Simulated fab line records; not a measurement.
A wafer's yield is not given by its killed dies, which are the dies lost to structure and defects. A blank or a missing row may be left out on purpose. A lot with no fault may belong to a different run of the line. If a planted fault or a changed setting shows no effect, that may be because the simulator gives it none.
Split-lot experiment + flow n5_finfet + on a route of 1938 steps: 7 lots, 21 wafers read

## ON THE SPLIT
At N5_BEOL_M14_COAT_58 (time 60 s, resist thk 89 nm), the setting spin_rpm was moved away from the recipe's 1500 rpm on 5 of the 21 wafers read, by +2.9% to +8.2%. This setting was run at the recipe's value on the other wafers.

## FROM THE SPLIT TO THE READING: what the file shows between them, 3 steps
- N5_BEOL_M14_COAT_04: resist thk 800 nm
- N5_BEOL_M14_EBR_06
- N5_BEOL_M14_DESCUM_15: chemistry O2, time 7.9 s

## THE READING
etch.depth_nm (the simulator's own value, which no gauge read), in nm, at N5_BEOL_M14_ETCH_59 (etches BARC in N2/H2, target depth 89 nm, overetch 26.7 nm, time 67.9 s). No usual value for it is given in the file. Here, 16 wafers ran the recipe; their average is 89.09 nm with a standard deviation of 0.22 nm.

| wafer  | tool, chamber at the split | spin_rpm as run, rpm | against the recipe | etch.depth_nm, nm | against lot-mates on the recipe |
|--------|----------------------------|----------------------|--------------------|-------------------|---------------------------------|
| L076.3 | litho_track-05, 0          | 1500                 | recipe             | 89.24             | -                               |
| L076.4 | litho_track-05, 0          | 1500                 | recipe             | 89.11             | -                               |
| L076.6 | litho_track-05, 0          | 1500                 | recipe             | 89.23             | -                               |
| L079.1 | litho_track-02, 0          | 1500                 | recipe             | 88.96             | -                               |
| L079.4 | litho_track-02, 0          | 1500                 | recipe             | 88.74             | -                               |
| L079.6 | litho_track-02, 0          | 1500                 | recipe             | 88.92             | -                               |
| L086.1 | litho_track-02, 0          | 1500                 | recipe             | 88.83             | -                               |
| L086.2 | litho_track-02, 0          | 1500                 | recipe             | 88.8              | -                               |
| L086.3 | litho_track-02, 0          | 1500                 | recipe             | 89                | -                               |
| L091.1 | litho_track-03, 0          | 1558                 | +3.9%              | 87.25             | -1.65                           |
| L091.2 | litho_track-03, 0          | 1500                 | recipe             | 88.9              | -                               |
| L091.4 | litho_track-03, 0          | 1558                 | +3.9%              | 87.23             | -1.67                           |
| L094.1 | litho_track-03, 0          | 1544                 | +2.9%              | 87.91             | -1.44                           |
| L094.2 | litho_track-03, 0          | 1544                 | +2.9%              | 88.07             | -1.28                           |
| L094.6 | litho_track-03, 0          | 1500                 | recipe             | 89.35             | -                               |
| L092.2 | litho_track-05, 0          | 1500                 | recipe             | 89.24             | -                               |
| L092.4 | litho_track-05, 0          | 1500                 | recipe             | 89.15             | -                               |
| L092.6 | litho_track-05, 0          | 1500                 | recipe             | 89.11             | -                               |
| L096.1 | litho_track-05, 0          | 1500                 | recipe             | 89.42             | -                               |
| L096.2 | litho_track-05, 0          | 1500                 | recipe             | 89.49             | -                               |
| L096.6 | litho_track-05, 0          | 1623                 | +8.2%              | 85.76             | -3.69                           |

THE FIT
A straight line over all 21 wafers: etch.depth_nm changes by -0.42 nm for each +1% of spin_rpm; r = -0.97; the points scatter about the line by 0.22 nm.
The same after taking each lot's own level away (the mean of its wafers on the recipe; 21 wafers): -0.447 nm for each +1%; r = -1.00; scatter 0.073 nm.
That fit puts the effect of the largest move of spin_rpm on the reading at 3.7 nm.
Measured against the standard deviation above, the lots' own levels, which go from 88.873 to 89.455 nm, span 2.7 times it.
So the lot-to-lot level changes the slope little: the two slopes agree.
Check: for one of the wafers moved furthest among these (+8.2%), held out of the fit, the line's prediction against its lot-mates is -3.62 nm. It came out at -3.69 nm against them.

## THE WHOLE CHAIN: every reading that the file lists as answering this split, in the file's order
| step                | what it does                                                            | reading                                                                          | change (the file's fit)               | r (the file's) |
|---------------------|-------------------------------------------------------------------------|----------------------------------------------------------------------------------|---------------------------------------|----------------|
| N5_BEOL_M14_COAT_58 | time 60 s, resist thk 89 nm                                             | BARC_of_BEOL_M14_COAT_58.thk_nm (the simulator's own value, which no gauge read) | -0.447 nm for each +1% of the setting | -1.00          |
| N5_BEOL_M14_ETCH_59 | etches BARC in N2/H2, target depth 89 nm, overetch 26.7 nm, time 67.9 s | etch.depth_nm (the simulator's own value, which no gauge read)                   | -0.449 nm for each +1% of the setting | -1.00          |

## THE FILE'S OWN FIT
etch.depth_nm changes by -0.449 nm for each +1% of spin_rpm, r = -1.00.
